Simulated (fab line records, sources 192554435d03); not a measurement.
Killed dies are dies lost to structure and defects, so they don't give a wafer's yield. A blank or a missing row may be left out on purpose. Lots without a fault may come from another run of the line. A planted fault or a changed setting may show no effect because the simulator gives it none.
Which tool did it? | flow n5_finfet | 9 lots, 27 wafers sampled, at 2 steps of a route of 1938

WHAT THE GAUGES READ, wafer by wafer
N5_FIN_SAQP_INSPECT_18: inspects for defects (brightfield).
lot  | measured    | on                | raw_defect_count
L732 | day 2 10:23 | defect_inspect-02 | 285 312 355
L733 | day 2 15:23 | defect_inspect-01 | 392 376 365
L734 | day 2 23:02 | defect_inspect-01 | 410 674 343
L736 | day 3 11:03 | defect_inspect-02 | 310 287 268
L737 | day 3 16:54 | defect_inspect-01 | 464 346 356
L738 | day 3 22:35 | defect_inspect-01 | 289 272 289
L740 | day 4 10:16 | defect_inspect-02 | 362 345 309
L752 | day 7 10:59 | defect_inspect-01 | 507 404 360
L753 | day 7 15:59 | defect_inspect-01 | 397 306 403

WHICH TOOL RAN EACH LOT (tool, then ch and the chambers of the sampled wafers, then the start)
lot  | N5_FIN_SAQP_PECVD_48
L732 | pecvd-04 ch 0,1, day 2 09:47
L733 | pecvd-03 ch 0,2, day 2 14:50
L734 | pecvd-02 ch 0,1, day 2 22:20
L736 | pecvd-04 ch 0,2, day 3 10:22
L737 | pecvd-04 ch 0,1,2, day 3 16:14
L738 | pecvd-04 ch 0,2, day 3 21:55
L740 | pecvd-02 ch 1,2, day 4 09:35
L752 | pecvd-04 ch 0,1,2, day 7 10:26
L753 | pecvd-04 ch 0,1,2, day 7 15:26
- N5_FIN_SAQP_PECVD_48: deposits SiNx from SiH4/NH3/N2, target thk 25 nm, time 22.1 s.

THE ANSWER, worked out from the rows above alone
Rule: what is usual is taken from the lots themselves. Put in order of their means at a reading, lots are off if they are a third of the lots or fewer, leave a main group of 4 or more, and stand apart from it by a gap of 3 or more times the standard deviation of the main group's means; of several such gaps the widest counts. A main group whose means are all the same, to the digits that the tables above print for the reading, isn't used. A lot without any number at a reading at which 4 lots or more have one is off too. The other lots that the step has rows for count as sound.
No lot is off at any reading shown: from this, nothing can be told.

WHAT THE SIMULATOR HAD PUT IN
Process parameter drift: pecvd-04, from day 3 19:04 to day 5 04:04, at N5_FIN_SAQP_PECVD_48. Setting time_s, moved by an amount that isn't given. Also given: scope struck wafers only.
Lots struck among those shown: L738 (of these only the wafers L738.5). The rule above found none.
